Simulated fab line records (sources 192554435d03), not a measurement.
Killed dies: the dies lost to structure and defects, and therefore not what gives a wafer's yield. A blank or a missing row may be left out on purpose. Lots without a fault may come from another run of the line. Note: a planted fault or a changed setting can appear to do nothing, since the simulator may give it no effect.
Which tool did it? ; flow n5Finfet ; 10 lots, 30 wafers sampled, at 2 steps of a route of 1938

== WHAT EACH GAUGE READ, for each wafer ==
N5_BEOL_M12_OVL_MEAS_29.
lot;measured;on;M12_OVL (nm)
L970;day 10 18:43;overlay-01;-6 1 5
L971;day 11 01:33;overlay-01;-2 -2 -7
L973;day 12 00:46;overlay-01;-10 -1 -9
L974;day 12 08:55;overlay-02;45 44 47
L978;day 12 15:04;overlay-02;48 46 47
L987;day 14 12:35;overlay-02;-1 -10 -7
L986;day 14 15:16;overlay-01;-2 7 5
L989;day 14 22:22;overlay-02;-5 -6 -8
L988;day 15 19:38;overlay-01;-4 0 -7
L992;day 16 16:14;overlay-02;6 -1 5

== TOOL THAT RAN EACH LOT (tool first, then ch and the chambers of the sampled wafers, then the start) ==
lot;N5_BEOL_M12_EXPOSE_25
L970;krfScanner-01 ch 0, day 10 18:31
L971;krfScanner-01 ch 0, day 11 01:21
L973;krfScanner-02 ch 0, day 12 00:34
L974;krfScanner-01 ch 0, day 12 08:43
L978;krfScanner-01 ch 0, day 12 14:53
L987;krfScanner-02 ch 0, day 14 12:23
L986;krfScanner-02 ch 0, day 14 15:03
L989;krfScanner-02 ch 0, day 14 22:10
L988;krfScanner-02 ch 0, day 15 19:27
L992;krfScanner-02 ch 0, day 16 16:02
- N5_BEOL_M12_EXPOSE_25: exposes mask M12.

== THE ANSWER, worked out from the rows above alone ==
Rule: the usual values come from the lots themselves. Put in order of their means at a reading, lots are off if they are a third of the lots or fewer, leave a main group of 4 or more, and stand apart from it by a gap of 3 or more times the standard deviation of the main group's means; of several such gaps the widest counts. A main group is skipped when, at the precision printed for the reading in the tables above, its means are all equal. A lot without any number at a reading at which 4 lots or more have one is off too. Any other lot the step has rows for is counted as sound.
Off: L974, L978, seen at N5_BEOL_M12_OVL_MEAS_29 (M12_OVL). The main group has a mean of -2 nm with a standard deviation of 3.9.
If a tool, at a process step before that reading, ran all the lots that are off and no sound lot after the first of them, it fits. Gauges at N5_BEOL_M12_OVL_MEAS_29: tried the same way as those tools. One candidate fits, namely krfScanner-01 at N5_BEOL_M12_EXPOSE_25. Its last sound lot is L971 (day 11 01:21), its first lot that is off L974 (day 12 08:43): a fault that began between those two fits.

== WHAT THE SIMULATOR HAD INSERTED ==
Scanner matching overlay: krfScanner-01, from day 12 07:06 on, at N5_BEOL_M12_EXPOSE_25. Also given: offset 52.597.
Shown lots that were struck: L974, L978. This agrees with what the rule above found.
